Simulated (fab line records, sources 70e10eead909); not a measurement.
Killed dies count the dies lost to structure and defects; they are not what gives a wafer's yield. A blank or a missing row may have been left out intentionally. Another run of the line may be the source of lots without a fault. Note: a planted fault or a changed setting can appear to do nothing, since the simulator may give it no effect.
fab line records	flow nand_harc	part 2 of 2: steps 22 to 32 of 32
record: lots: 5	wafers: 15	last_day: 33
route steps=1302 shown A_STAIRCASE@795
lots with no fault: from the same line, run without faults
start_h: hours from the record's first day to the start of the lot's first wafer shown	wait_h: hours since the lot's step before	" repeats the value in the row above	L1.1+2: one row covering several wafers at once	- no value, or no start was given	* or withheld: withheld	< > ~ a bound
route shown NAME@n: a module of which the file shows steps, and the number in the route of the first	usual: mean and standard deviation over wafers with no fault	same: alike in all rows	chamber/n: place in a boat	sites: each site's reading	_std_site: the standard deviation of these	_edge_site: mean of outer sites minus mean of inner sites	radius_mm: how far each site lies from the wafer's centre	mask NAME#n: copy n	behind: tool/chamber where the wafer was last shaped	hold: the reason the lot was held/the length of the hold in hours/how it ended	device: names the non-switching transistor (n, p or np)	end of line: tests run on the same wafers once the route is complete	a step without rows: its recipe alone	killed: count of dies lost to structure and defects at first sort (not the wafer's yield)	map: dies across one wafer; x = killed, . = not, _ = none there
set.NAME: the setting as run; set.NAME@STEP: as run at that earlier step	model.NAME: the simulator's own value behind a step, which no gauge read
lots seen at some steps along the route; tables by step, rows by wafer
services: the hour from which a tool's chamber was out of use, counted from the record's first day as start_h (under 0 if before that day), plus the number of hours and why
== steps ==
step: NHARC_A_STAIRCASE_HM_DEP_462
recipe: target_thk_a: 8000	temp_c: 400	material: aC
usual: throttle_valve_pct: 35.000/0.01
lot.wafer	tool	chamber	start_h	wait_h	throttle_valve_pct
L082.3	acl_dep-03	0	459.90	0.7	34.991
L082.5	"	0	"	"	35.004
L082.6	"	0	"	"	34.997
L081.2	acl_dep-01	0	460.85	1.5	34.991
L081.4	"	0	"	"	34.994
L081.6	"	0	"	"	34.992
L087.1	acl_dep-02	0	504.67	0.5	34.979
L087.4	"	0	"	"	35.007
L087.6	"	0	"	"	34.999
L095.1	acl_dep-01	0	592.24	0.1	34.999
L095.2	"	0	"	"	35.003
L095.6	"	0	593.77	1.6	34.990
L097.1	acl_dep-01	0	601.75	0.2	34.993
L097.3	"	0	"	"	35.009
L097.5	"	0	"	"	35.017
step: NHARC_A_STAIRCASE_DEP_301
recipe: target_thk_a: 300	target_thk_nm: 30	temp_c: 400	pressure_torr: 3.5	flow_sccm: 200	rf_w: 350	material: SiON
usual: chamber_pressure_Torr: 3.500/0.0085	heater_power_w: 749/86
lot.wafer	tool	chamber	start_h	wait_h	chamber_pressure_Torr	heater_power_w
L082.3	pecvd-01	2	461.17	1.0	3.499	683
L082.6	"	1	"	"	3.517	767
L082.5	"	2	"	"	3.493	697
L081.2	pecvd-01	0	462.40	1.2	3.504	707
L081.4	"	0	"	"	3.507	683
L081.6	"	2	"	"	3.498	668
L087.1	pecvd-03	1	506.53	1.6	3.497	704
L087.6	"	1	"	"	3.494	710
L087.4	"	2	"	"	3.495	741
L095.2	pecvd-01	0	594.10	1.2	3.512	636
L095.1	"	1	"	"	3.502	655
L095.6	"	0	"	"	3.504	631
L097.3	pecvd-03	0	603.63	1.0	3.519	726
L097.1	"	1	"	"	3.499	797
L097.5	"	1	"	"	3.493	802
step: NHARC_A_STAIRCASE_DEHYDRATE_302
recipe: temp_c: 150	time_s: 120
usual: chill_plate_temp_C: 23.01/0.13
lot.wafer	tool	chamber	start_h	wait_h	chill_plate_temp_C
L082.3	litho_track-03	0	461.42	0.2	23.04
L082.5	"	0	"	"	22.98
L082.6	"	0	"	"	22.89
L081.2	litho_track-03	0	462.67	0.2	22.86
L081.4	"	0	"	"	22.94
L081.6	"	0	"	"	22.99
L087.1	litho_track-05	0	506.80	0.2	22.95
L087.4	"	0	"	"	22.84
L087.6	"	0	"	"	23.02
L095.1	litho_track-05	0	594.37	0.2	23.13
L095.2	"	0	"	"	23.18
L095.6	"	0	"	"	23.18
L097.1	litho_track-03	0	603.87	0.2	23.18
L097.3	"	0	"	"	23.01
L097.5	"	0	"	"	23.05
step: NHARC_A_STAIRCASE_HMDS_303
recipe: time_s: 30
usual: chill_plate_temp_C: 22.98/0.11
lot.wafer	tool	chamber	start_h	wait_h	chill_plate_temp_C
L082.3	litho_track-03	0	-	-	22.96
L082.5	"	0	"	"	22.92
L082.6	"	0	"	"	22.84
L081.2	litho_track-03	0	-	-	22.95
L081.4	"	0	"	"	22.95
L081.6	"	0	"	"	22.90
L087.1	litho_track-05	0	-	-	22.88
L087.4	"	0	"	"	22.94
L087.6	"	0	"	"	23.00
L095.1	litho_track-05	0	-	-	23.05
L095.2	"	0	"	"	22.95
L095.6	"	0	"	"	22.98
L097.1	litho_track-03	0	-	-	22.98
L097.3	"	0	"	"	22.87
L097.5	"	0	"	"	22.96
step: NHARC_A_STAIRCASE_COAT_304
recipe: spin_rpm: 1200
usual: chill_plate_temp_C: 23.00/0.1
lot.wafer	tool	chamber	start_h	wait_h	chill_plate_temp_C
L082.3	litho_track-03	0	-	-	23.00
L082.5	"	0	"	"	22.75
L082.6	"	0	"	"	22.86
L081.2	litho_track-03	0	-	-	23.03
L081.4	"	0	"	"	23.09
L081.6	"	0	"	"	23.04
L087.1	litho_track-05	0	-	-	23.10
L087.4	"	0	"	"	22.92
L087.6	"	0	"	"	23.06
L095.1	litho_track-05	0	-	-	23.00
L095.2	"	0	"	"	23.12
L095.6	"	0	"	"	22.90
L097.1	litho_track-03	0	-	-	22.97
L097.3	"	0	"	"	23.14
L097.5	"	0	"	"	22.93
step: NHARC_A_STAIRCASE_SOFTBAKE_305
recipe: temp_c: 135	time_s: 170
usual: chill_plate_temp_C: 23.00/0.092
lot.wafer	tool	chamber	start_h	wait_h	chill_plate_temp_C
L082.3	litho_track-03	0	-	-	23.04
L082.5	"	0	"	"	23.03
L082.6	"	0	"	"	23.09
L081.2	litho_track-03	0	-	-	23.14
L081.4	"	0	"	"	23.05
L081.6	"	0	"	"	23.20
L087.1	litho_track-05	0	-	-	22.92
L087.4	"	0	"	"	22.99
L087.6	"	0	"	"	22.93
L095.1	litho_track-05	0	-	-	22.87
L095.2	"	0	"	"	23.04
L095.6	"	0	"	"	22.96
L097.1	litho_track-03	0	-	-	23.04
L097.3	"	0	"	"	22.88
L097.5	"	0	"	"	22.99
step: NHARC_A_STAIRCASE_EBR_306
usual: chill_plate_temp_C: 23.00/0.1
lot.wafer	tool	chamber	start_h	wait_h	chill_plate_temp_C
L082.3	litho_track-03	0	-	-	23.09
L082.5	"	0	"	"	22.95
L082.6	"	0	"	"	23.07
L081.2	litho_track-03	0	-	-	22.99
L081.4	"	0	"	"	22.95
L081.6	"	0	"	"	23.04
L087.1	litho_track-05	0	-	-	22.76
L087.4	"	0	"	"	22.93
L087.6	"	0	"	"	23.18
L095.1	litho_track-05	0	-	-	22.98
L095.2	"	0	"	"	23.17
L095.6	"	0	"	"	23.13
L097.1	litho_track-03	0	-	-	23.10
L097.3	"	0	"	"	23.03
L097.5	"	0	"	"	23.14
step: NHARC_A_STAIRCASE_EXPOSE_307
recipe: na: 0.5	dose_mj: 45.72	mask_id: CHOP_50
lot.wafer	tool	chamber	start_h	wait_h	mask
L082.3+5+6	krf_scanner-04	0	461.63	-	CHOP_50#0
L081.2+4+6	krf_scanner-02	0	463.01	-	CHOP_50#0
L087.1+4+6	krf_scanner-02	0	507.14	-	CHOP_50#0
L095.1+2+6	krf_scanner-04	0	594.70	-	CHOP_50#0
L097.1+3+5	krf_scanner-04	0	604.20	-	CHOP_50#0
step: NHARC_A_STAIRCASE_PEB_308
recipe: peb_temp_c: 115	peb_time_s: 130
usual: chill_plate_temp_C: 22.98/0.12
lot.wafer	tool	chamber	start_h	wait_h	chill_plate_temp_C
L082.3	litho_track-07	0	461.69	0.1	22.89
L082.5	"	0	"	"	23.04
L082.6	"	0	"	"	23.00
L081.2	litho_track-07	0	463.08	0.1	22.87
L081.4	"	0	"	"	23.11
L081.6	"	0	"	"	22.90
L087.1	litho_track-05	0	507.20	0.1	23.03
L087.4	"	0	"	"	23.08
L087.6	"	0	"	"	22.96
L095.1	litho_track-03	0	594.77	0.1	23.02
L095.2	"	0	"	"	22.87
L095.6	"	0	"	"	23.02
L097.1	litho_track-05	0	604.27	0.1	23.07
L097.3	"	0	"	"	22.91
L097.5	"	0	"	"	23.08
step: NHARC_A_STAIRCASE_DEVELOP_309
recipe: time_s: 140
usual: chill_plate_temp_C: 22.99/0.099
lot.wafer	tool	chamber	start_h	wait_h	chill_plate_temp_C
L082.3	litho_track-07	0	-	-	22.91
L082.5	"	0	"	"	22.88
L082.6	"	0	"	"	23.12
L081.2	litho_track-07	0	-	-	22.92
L081.4	"	0	"	"	23.03
L081.6	"	0	"	"	23.05
L087.1	litho_track-05	0	-	-	22.75
L087.4	"	0	"	"	22.95
L087.6	"	0	"	"	22.94
L095.1	litho_track-03	0	-	-	23.01
L095.2	"	0	"	"	23.00
L095.6	"	0	"	"	23.06
L097.1	litho_track-05	0	-	-	22.96
L097.3	"	0	"	"	23.00
L097.5	"	0	"	"	22.87
step: NHARC_A_STAIRCASE_HARDBAKE_311
recipe: temp_c: 120	time_s: 140
usual: chill_plate_temp_C: 23.02/0.11
lot.wafer	tool	chamber	start_h	wait_h	chill_plate_temp_C
L082.3	litho_track-05	0	461.92	-	22.92
L082.5	"	0	"	"	22.95
L082.6	"	0	"	"	22.94
L081.2	litho_track-03	0	463.30	-	23.00
L081.4	"	0	"	"	23.08
L081.6	"	0	"	"	23.07
L087.1	litho_track-05	0	507.42	-	22.96
L087.4	"	0	"	"	23.02
L087.6	"	0	"	"	23.15
L095.1	litho_track-05	0	594.99	-	23.02
L095.2	"	0	"	"	23.13
L095.6	"	0	"	"	23.13
L097.1	litho_track-03	0	604.49	-	22.96
L097.3	"	0	"	"	23.07
L097.5	"	0	"	"	23.06
== services ==
tool	chamber	start_h	hours	kind
pecvd-01	0	435.41	12.2	repair
krf_scanner-02	-	438.00	4.0	pm
litho_track-03	-	450.00	7.0	pm
rie_diel-07	0	450.50	-	clean
rie_diel-03	-	461.93	9.0	pm
rie_diel-07	-	471.69	9.0	pm
wet_bench-04	-	473.69	3.1	repair
litho_track-05	-	474.00	7.0	pm
acl_dep-03	-	486.19	13.0	pm
pecvd-03	-	488.89	3.1	repair
pecvd-01	-	492.00	13.0	pm
krf_scanner-04	-	526.00	4.0	pm
wet_bench-09	-	528.80	8.0	pm
pecvd-03	1	535.16	18.3	repair
pecvd-03	-	547.39	13.0	pm
acl_dep-01	-	547.79	1.4	repair
krf_scanner-03	-	568.00	4.0	pm
rie_diel-07	0	571.79	18.5	repair
litho_track-05	-	572.00	-	consumable_replace:filter
wet_bench-04	-	579.20	8.0	pm
krf_scanner-04	-	592.29	0.3	repair
wet_bench-02	-	596.00	8.0	pm
pecvd-02	-	598.28	13.0	pm
litho_track-07	-	601.00	7.0	pm
